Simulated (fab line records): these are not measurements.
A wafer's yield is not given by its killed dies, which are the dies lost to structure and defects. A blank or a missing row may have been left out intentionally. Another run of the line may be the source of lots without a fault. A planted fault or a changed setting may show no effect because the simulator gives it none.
8D (eight disciplines) problem report, filled in by code || flow nandHarc || the parts of the form that need people (team, actions taken, sign-off) are left out

1. WHAT IS WRONG
At NHARC_A_ONON_D1_THK_MEAS_30, thkNm averages 563 nm over 6 wafers from 2 lots, while fault-free wafers read 998 nm, standard deviation 7. That puts it -62 standard deviations away from the usual mean.
The step: measures by ellipsometry.
First observed at day 15 18:05: wafer L754.1, on filmMetro-02. The record has a number at this step for 42 wafers belonging to 14 lots. By rule, "out" or "out of limits" means more than 4 standard deviations away from the usual mean. The other wafers with a number count as sound.

2. WHAT IT IS, WHAT IT ISN'T
{"question": "which readings at this step", "is": "thkNm", "is not": "-"}
{"question": "which lots", "is": "L754, L755", "is not": "L737, L738, L739, L740, L742, L743, L744, L746, L747, L756, L757, L759"}
{"question": "which wafers of those lots", "is": "all that have a number", "is not": "-"}
{"question": "read on which gauges", "is": "filmMetro-02", "is not": "filmMetro-01"}
{"question": "when", "is": "from day 15 18:05", "is not": "up to then (27 sound wafers); but 9 sound wafers of L756, L757, L759 came after"}

3. SUSPECTS, AND WHAT RULES EACH OUT
Counting: a tool stays on the suspect list if, at a process step up to the reading, it processed all lots that are out and no sound lot following the first of them.
- the gauge at NHARC_A_ONON_D1_THK_MEAS_30: kept. All the wafers that are out were read on filmMetro-02, and no step on other tools shows them out.
- pecvdOnon-02 at NHARC_A_ONON_D1_DEP_28 (target thk 1000 nm): kept. It processed each lot that is out, first L754 at day 15 17:34, and no sound lot thereafter; up to then, the last sound lot it processed was L746 at day 12 08:13.
Remaining after the count are pecvdOnon-02 at NHARC_A_ONON_D1_DEP_28 and filmMetro-02 at NHARC_A_ONON_D1_THK_MEAS_30.

4. THE CAUSE (what the simulator had put in)
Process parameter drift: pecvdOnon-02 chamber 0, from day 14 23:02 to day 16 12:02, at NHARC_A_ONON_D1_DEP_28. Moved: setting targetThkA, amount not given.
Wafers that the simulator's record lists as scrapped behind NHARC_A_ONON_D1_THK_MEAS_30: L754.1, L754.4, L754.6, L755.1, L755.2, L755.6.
2 suspects survive the count, and this tool is in that group.

5. THE CHAIN OF EFFECTS, in route order
One row per reading whose mean, taken over the struck wafers that have a number, lies over 3 standard deviations from the usual. Scope: only readings with a usual standard deviation given in the record; hours: median across lots of the time from each lot's start at the first step in this table that gives one to its start at this step; sigmas: change in usual standard deviations.
{"hours": 0, "step": "NHARC_A_ONON_D1_THK_MEAS_30", "reading": "thkNm", "usual": "998 nm", "on struck wafers": 563, "change": -435, "sigmas": -62}

6. WHAT WOULD HAVE CAUGHT IT SOONER
Counted from the fault's start at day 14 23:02, it took 19 hours until the first out-of-limits reading at a measuring or inspecting step in this record, taken at day 15 18:05.
Of the tool readings at NHARC_A_ONON_D1_DEP_28 for which the record gives a usual standard deviation, none was out on any struck wafer, so an alarm limit of 4 standard deviations on them would not have fired.
Lots out: 2; of these, L755 started NHARC_A_ONON_D1_DEP_28 on pecvdOnon-02 after day 15 18:05. It would have been spared by a hold on the tool at that moment.
